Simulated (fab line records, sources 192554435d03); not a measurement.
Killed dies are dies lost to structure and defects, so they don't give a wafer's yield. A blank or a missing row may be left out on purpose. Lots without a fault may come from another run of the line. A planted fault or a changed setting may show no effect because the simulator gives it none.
Which tool did it? | flow n5_finfet | 18 lots, 54 wafers sampled, at 4 steps of a route of 1938

WHAT THE GAUGES READ, wafer by wafer
N5_BEOL_M0_SAQP_OVL_MEAS_15.
lot  | measured     | on         | M0_CORE_OVL (nm)
L074 | day 5 17:07  | overlay-01 | 0.9 0.2 0.5
L075 | day 5 20:44  | overlay-02 | 0.0 0.1 0.6
L077 | day 6 11:59  | overlay-01 | -0.3 -1.2 0.0
L080 | day 7 11:16  | overlay-02 | -1.6 -1.1 -1.6
L081 | day 7 13:53  | overlay-02 | -0.6 -1.1 -1.0
L082 | day 7 17:57  | overlay-01 | -0.5 -1.3 -0.4
L084 | day 8 00:01  | overlay-02 | 0.0 0.1 0.8
L085 | day 8 08:25  | overlay-02 | -1.6 -1.0 0.0
L086 | day 8 15:43  | overlay-02 | -0.1 -0.7 -0.5
L087 | day 8 18:44  | overlay-01 | -1.6 -2.0 -1.1
L089 | day 9 05:55  | overlay-01 | 0.0 -0.7 -0.6
L090 | day 9 10:47  | overlay-02 | -1.9 -1.4 -1.8
L091 | day 9 13:27  | overlay-02 | -0.3 -0.1 -1.3
L092 | day 9 23:32  | overlay-01 | -0.9 -0.2 -0.8
L093 | day 10 04:26 | overlay-02 | -1.5 -0.6 -0.7
L094 | day 10 16:26 | overlay-01 | -1.4 -0.4 -1.3
L095 | day 11 13:08 | overlay-01 | -0.7 0.4 0.3
L097 | day 12 05:40 | overlay-01 | 0.9 0.8 1.6

N5_BEOL_M0_SAQP_CD_MEAS_25: target cd 13.1 nm.
lot  | measured     | on        | cd_nm (nm)
L074 | day 5 20:13  | cd_sem-01 | 12.47 12.94 12.70
L075 | day 5 22:55  | cd_sem-03 | 12.63 12.81 12.92
L077 | day 6 13:44  | cd_sem-03 | 12.64 13.21 13.02
L080 | day 7 13:02  | cd_sem-03 | 13.36 12.65 13.06
L081 | day 8 08:01  | cd_sem-03 | 12.47 12.86 13.00
L082 | day 8 10:23  | cd_sem-03 | 13.27 12.90 12.59
L084 | day 8 11:37  | cd_sem-02 | 12.76 12.93 12.77
L085 | day 8 12:34  | cd_sem-02 | 12.79 12.80 12.77
L086 | day 8 19:15  | cd_sem-01 | 12.71 12.64 12.91
L087 | day 8 22:46  | cd_sem-03 | 13.03 12.86 12.37
L089 | day 9 09:44  | cd_sem-02 | 12.74 12.58 12.69
L090 | day 9 12:56  | cd_sem-02 | 12.67 13.07 12.67
L091 | day 9 16:52  | cd_sem-03 | 12.93 12.75 12.52
L092 | day 10 03:38 | cd_sem-03 | 12.70 12.97 12.87
L093 | day 10 08:06 | cd_sem-02 | 13.18 12.91 12.92
L094 | day 10 18:10 | cd_sem-02 | 12.50 12.64 12.54
L095 | day 11 15:05 | cd_sem-01 | 12.85 12.83 13.12
L097 | day 12 09:47 | cd_sem-01 | 12.71 12.86 13.01

WHICH TOOL RAN EACH LOT (tool, then ch and the chambers of the sampled wafers, then the start)
lot  | N5_BEOL_M0_SAQP_HM_OPEN_112        | N5_BEOL_M0_SAQP_SPACER1_ETCHBACK_99
L074 | rie_diel-05 ch 0,2,3, day 5 17:25  | rie_diel-06 ch 0,3, day 5 20:01
L075 | rie_diel-05 ch 0,1,3, day 5 20:59  | rie_diel-04 ch 2,3, day 5 22:43
L077 | rie_diel-04 ch 2,3, day 6 12:14    | rie_diel-06 ch 0,2,3, day 6 13:32
L080 | rie_diel-04 ch 0,1,2, day 7 11:31  | rie_diel-06 ch 2,3, day 7 12:50
L081 | rie_diel-04 ch 0,1, day 7 14:08    | rie_diel-04 ch 0,2,3, day 8 07:49
L082 | rie_diel-05 ch 0,2, day 7 18:12    | rie_diel-05 ch 0,1,3, day 8 10:11
L084 | rie_diel-05 ch 1,2,3, day 8 00:16  | rie_diel-04 ch 0,2,3, day 8 11:25
L085 | rie_diel-04 ch 0,1,3, day 8 08:47  | rie_diel-04 ch 1,2,3, day 8 12:22
L086 | rie_diel-06 ch 0,2, day 8 15:58    | rie_diel-05 ch 0,2, day 8 19:04
L087 | rie_diel-05 ch 0,2,3, day 8 18:59  | rie_diel-05 ch 0,1,3, day 8 22:35
L089 | rie_diel-05 ch 0,1,2, day 9 06:10  | rie_diel-04 ch 0,2,3, day 9 09:32
L090 | rie_diel-04 ch 0,1,3, day 9 11:08  | rie_diel-05 ch 0,1,3, day 9 12:45
L091 | rie_diel-04 ch 0,1,3, day 9 13:42  | rie_diel-05 ch 1,3, day 9 16:40
L092 | rie_diel-06 ch 1,2,3, day 9 23:47  | rie_diel-04 ch 0,3, day 10 03:25
L093 | rie_diel-04 ch 1,2,3, day 10 04:41 | rie_diel-04 ch 0,3, day 10 07:54
L094 | rie_diel-05 ch 0,1,3, day 10 16:46 | rie_diel-04 ch 1,2,3, day 10 17:58
L095 | rie_diel-05 ch 0,1,2, day 11 13:23 | rie_diel-05 ch 0,1,2, day 11 14:53
L097 | rie_diel-06 ch 0,1,3, day 12 05:55 | rie_diel-06 ch 0,2,3, day 12 09:35
- N5_BEOL_M0_SAQP_HM_OPEN_112: chemistry CHF3/O2, target SiO2, stops on a-Si, target depth 12 nm, time 13.5 s.
- N5_BEOL_M0_SAQP_SPACER1_ETCHBACK_99: etches SiO2 in CHF3/O2, target depth 15.4 nm, time 7.7 s.

WHAT THE TOOLS THEMSELVES READ (means of the sampled wafers that have a number; where no wafer has one, the mark that the record gives instead)
N5_BEOL_M0_SAQP_HM_OPEN_112.
lot  | tool        | O2_flow_sccm (sccm) | chamber_pressure_mTorr (mTorr) | drypump_motor_current_A (A) | oes_product_au (a.u.) | rf_fwd_power_W (W) | rf_vpp_V (V) | showerhead_plenum_p_Torr (Torr) | throttle_valve_pct (%)
L074 | rie_diel-05 | 4.994               | 29.994                         | 5.3                         | 0.54                  | 645.9              | 516          | 2.35                            | 18.83
L075 | rie_diel-05 | 4.996               | 29.969                         | 5.5                         | 0.54                  | 645.8              | 520          | 2.32                            | 18.77
L077 | rie_diel-04 | 5.005               | 30.008                         | 5.8                         | 0.47                  | 646.4              | 521          | 2.43                            | 19.12
L080 | rie_diel-04 | 4.994               | 30.014                         | 6.0                         | 0.50                  | 644.4              | 525          | 2.41                            | 18.98
L081 | rie_diel-04 | 4.990               | 29.980                         | 6.2                         | 0.53                  | 644.3              | 520          | 2.46                            | 18.98
L082 | rie_diel-05 | 5.006               | 29.980                         | 5.6                         | 0.57                  | 646.4              | 518          | 2.37                            | 18.74
L084 | rie_diel-05 | 4.992               | 29.980                         | 5.2                         | 0.50                  | 645.8              | 518          | 2.34                            | 18.97
L085 | rie_diel-04 | 4.997               | 29.998                         | 6.0                         | 0.50                  | 645.2              | 521          | 2.47                            | 19.04
L086 | rie_diel-06 | 5.003               | 30.025                         | 5.9                         | 0.59                  | 644.4              | 530          | 2.51                            | 18.74
L087 | rie_diel-05 | 4.992               | 29.998                         | 5.3                         | 0.52                  | 645.7              | 517          | 2.35                            | 18.87
L089 | rie_diel-05 | 5.012               | 29.981                         | 5.4                         | 0.53                  | 646.2              | 520          | 2.36                            | 18.86
L090 | rie_diel-04 | 5.012               | 29.981                         | 6.0                         | 0.49                  | 643.8              | 520          | 2.47                            | 19.05
L091 | rie_diel-04 | 5.003               | 29.999                         | 6.1                         | 0.49                  | 644.9              | 521          | 2.47                            | 19.04
L092 | rie_diel-06 | 4.988               | 30.040                         | 5.5                         | 0.57                  | 644.6              | 531          | 2.53                            | 18.55
L093 | rie_diel-04 | 4.999               | 29.992                         | 5.9                         | 0.45                  | 646.7              | 525          | 2.41                            | 19.05
L094 | rie_diel-05 | 4.992               | 29.999                         | 5.5                         | 0.51                  | 647.8              | 520          | 2.31                            | 18.83
L095 | rie_diel-05 | 5.002               | 30.020                         | 5.4                         | 0.52                  | 645.1              | 519          | 2.35                            | 18.89
L097 | rie_diel-06 | 4.998               | 30.014                         | 5.5                         | 0.55                  | 644.8              | 530          | 2.55                            | 18.73

N5_BEOL_M0_SAQP_SPACER1_ETCHBACK_99.
lot  | tool        | O2_flow_sccm (sccm) | chamber_pressure_mTorr (mTorr) | drypump_motor_current_A (A) | oes_product_au (a.u.) | rf_fwd_power_W (W) | rf_vpp_V (V) | showerhead_plenum_p_Torr (Torr) | throttle_valve_pct (%)
L074 | rie_diel-06 | 5.009               | 30.005                         | 5.7                         | 0.91                  | 647.0              | 526          | 2.57                            | 18.85
L075 | rie_diel-04 | 5.002               | 29.997                         | 5.7                         | 0.73                  | 645.0              | 521          | 2.43                            | 19.19
L077 | rie_diel-06 | 4.998               | 30.004                         | 5.8                         | 0.84                  | 644.7              | 528          | 2.54                            | 18.97
L080 | rie_diel-06 | 4.975               | 29.983                         | 5.8                         | 0.92                  | 644.2              | 530          | 2.50                            | 18.67
L081 | rie_diel-04 | 5.003               | 30.009                         | 5.9                         | 0.76                  | 644.8              | 519          | 2.41                            | 19.17
L082 | rie_diel-05 | 4.999               | 29.993                         | 5.5                         | 0.80                  | 645.3              | 520          | 2.31                            | 18.87
L084 | rie_diel-04 | 5.004               | 30.010                         | 5.9                         | 0.75                  | 647.2              | 519          | 2.41                            | 19.18
L085 | rie_diel-04 | 5.005               | 30.015                         | 5.9                         | 0.71                  | 647.1              | 525          | 2.42                            | 19.08
L086 | rie_diel-05 | 5.005               | 30.005                         | 5.5                         | 0.84                  | 643.1              | 519          | 2.36                            | 18.81
L087 | rie_diel-05 | 4.998               | 29.990                         | 5.5                         | 0.79                  | 646.6              | 520          | 2.31                            | 18.87
L089 | rie_diel-04 | 5.003               | 29.978                         | 6.0                         | 0.75                  | 645.3              | 519          | 2.41                            | 19.20
L090 | rie_diel-05 | 5.018               | 29.989                         | 5.5                         | 0.78                  | 645.3              | 521          | 2.31                            | 18.90
L091 | rie_diel-05 | 4.991               | 30.023                         | 5.4                         | 0.74                  | 647.7              | 521          | 2.30                            | 18.97
L092 | rie_diel-04 | 5.014               | 29.986                         | 6.2                         | 0.78                  | 645.1              | 515          | 2.46                            | 19.22
L093 | rie_diel-04 | 5.005               | 29.973                         | 6.0                         | 0.75                  | 642.8              | 516          | 2.47                            | 19.25
L094 | rie_diel-04 | 5.001               | 30.005                         | 5.8                         | 0.70                  | 646.4              | 525          | 2.41                            | 19.12
L095 | rie_diel-05 | 4.999               | 30.020                         | 5.4                         | 0.78                  | 648.0              | 519          | 2.35                            | 18.94
L097 | rie_diel-06 | 5.017               | 29.998                         | 5.8                         | 0.85                  | 645.7              | 529          | 2.52                            | 18.89

THE ANSWER, worked out from the rows above alone
Rule: what is usual is taken from the lots themselves. Put in order of their means at a reading, lots are off if they are a third of the lots or fewer, leave a main group of 4 or more, and stand apart from it by a gap of 3 or more times the standard deviation of the main group's means; of several such gaps the widest counts. A main group whose means are all the same, to the digits that the tables above print for the reading, isn't used. A lot without any number at a reading at which 4 lots or more have one is off too. The other lots that the step has rows for count as sound. The gauges are gone through in route order, then the tools' own readings, and for those a lot's mean is taken as printed above. The first step at which some lot is off is used, and at that step the reading that is off furthest; a lot without a number counts as furthest.
No lot is off at any reading shown: from this, nothing can be told.

WHAT THE SIMULATOR HAD PUT IN
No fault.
